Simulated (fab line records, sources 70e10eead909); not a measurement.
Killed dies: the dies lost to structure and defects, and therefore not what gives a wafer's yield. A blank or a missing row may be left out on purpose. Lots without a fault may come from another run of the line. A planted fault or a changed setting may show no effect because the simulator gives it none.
Problem report, 8D (eight disciplines) form, completed by code	flow nand-harc	the parts of the form that need people (team, actions taken, sign-off) are left out

1. WHAT WENT WRONG
Mean of cd-nm at NHARC_A_M0_CD_MEAS_09: 121.1 nm over 3 wafers from 1 lot, against 80.0 nm (standard deviation 0.57) on wafers with no fault. Measured from the usual mean, that is +72 standard deviations.
The step: target cd 80 nm.
The first sign was on wafer L760.2 at day 28 17:10, on cd-sem-02. At this step, 36 wafers from 12 lots have a number in the record. Rule for "out", or "out of limits": more than 4 standard deviations from the usual mean. All remaining wafers that have a number are taken as sound.

2. WHAT THIS IS AND IS NOT
question	is	is not
which readings at this step	cd-nm	-
which lots	L760	L748, L750, L751, L753, L754, L755, L757, L762, L763, L768, L769
which wafers of those lots	all that have a number	-
read on which gauges	cd-sem-02	cd-sem-01, cd-sem-03
when	from day 28 17:10	up to then (21 sound wafers); but 12 sound wafers of L762, L763, L768, L769 came after

3. WHAT RULES OUT EACH SUSPECT
Counting: a tool at any process step up to the reading remains a suspect when it ran all the lots that are out and ran no sound lot after the first of those.
- the gauge at NHARC_A_M0_CD_MEAS_09 is ruled out. All the wafers that are out were read on cd-sem-02, but those of them that NHARC_A_M0_PEB_07 has rows for are out there too, on other tools.
- pvd-sputter-03 at NHARC_A_BLC_PVD_32 (deposits Ti, target thk 5 nm, time 17.7 s): kept. It ran the lot that is out, L760 (day 28 15:54), and no sound lot after that; its last sound lot up to then is L755 (day 27 13:20). NHARC_A_BLC_PVD_32: start missing for some lots; hours and lot order therefore follow NHARC_A_BLC_CMP_25.
- cmp-01 at NHARC_A_BLC_CMP_25 (polishes, t overpolish 30 s, target thk 150 nm): kept. It ran the lot that is out, L760 (day 28 15:54), and no sound lot after that; its last sound lot up to then is L757 (day 27 09:31).
- litho-track-06 at NHARC_A_M0_PEB_07 (peb time 65 s): kept. It ran the lot that is out, L760 (day 28 17:05), and no sound lot after that; its last sound lot up to then is L750 (day 23 22:16). Out on those wafers are its own readings of heater-power-total-W, plate-temp-C.
After the count, these remain: pvd-sputter-03 at NHARC_A_BLC_PVD_32, cmp-01 at NHARC_A_BLC_CMP_25 and litho-track-06 at NHARC_A_M0_PEB_07.

4. THE CAUSE (what the simulator had put in)
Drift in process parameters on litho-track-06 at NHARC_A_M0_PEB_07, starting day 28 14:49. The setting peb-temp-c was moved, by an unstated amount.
Counting left 3 suspects, and this tool is among them.

5. THE EFFECT CHAIN, in route order
One row per reading whose mean, taken over the struck wafers that have a number, lies over 3 standard deviations from the usual. Only readings whose record carries a usual standard deviation are examined. hours: median over the lots of the time between each lot's start at the first step of this table that gives one and its start at this step. sigmas: the change, counted in usual standard deviations.
hours	step	reading	usual	on struck wafers	change	sigmas
0	NHARC_A_M0_PEB_07	heater-power-total-W	156.6 W	188.9	+32.3	+79
0	NHARC_A_M0_PEB_07	plate-temp-C	100.00 C	114.87	+14.87	+99 or more
0	NHARC_A_M0_CD_MEAS_09	cd-nm	80.0 nm	121.1	+41.1	+72
37	NHARC_END_SORT_01	defect-limited-yield	91 %	0	-91	-30
37	NHARC_END_SORT_01	killed-at-array	55	672	+617	+31
37	NHARC_END_SORT_01	killed-dies	60	677	+617	+29
It contains these process steps:
- NHARC_A_M0_PEB_07: peb time 65 s.
Later measuring or inspecting steps at which every struck wafer that the step has a row for has a number for every such reading, and none has moved that far: NHARC_A_M0_OVL_MEAS_10.

6. HOW IT WOULD HAVE BEEN CAUGHT EARLIER
2 hours passed between the start of the fault at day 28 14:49 and the first reading out of limits at a measuring or inspecting step in this record, taken at day 28 17:10.
At NHARC_A_M0_PEB_07, the tool's own readings (heater-power-total-W, plate-temp-C) were out on each struck wafer the step has a row for, so an alarm limit on them would have fired on the first such wafer.
By day 28 17:10 the whole set of lots that are out, 1 in number, had already begun NHARC_A_M0_PEB_07 on litho-track-06. None of them would have been spared by holding the tool at that moment.
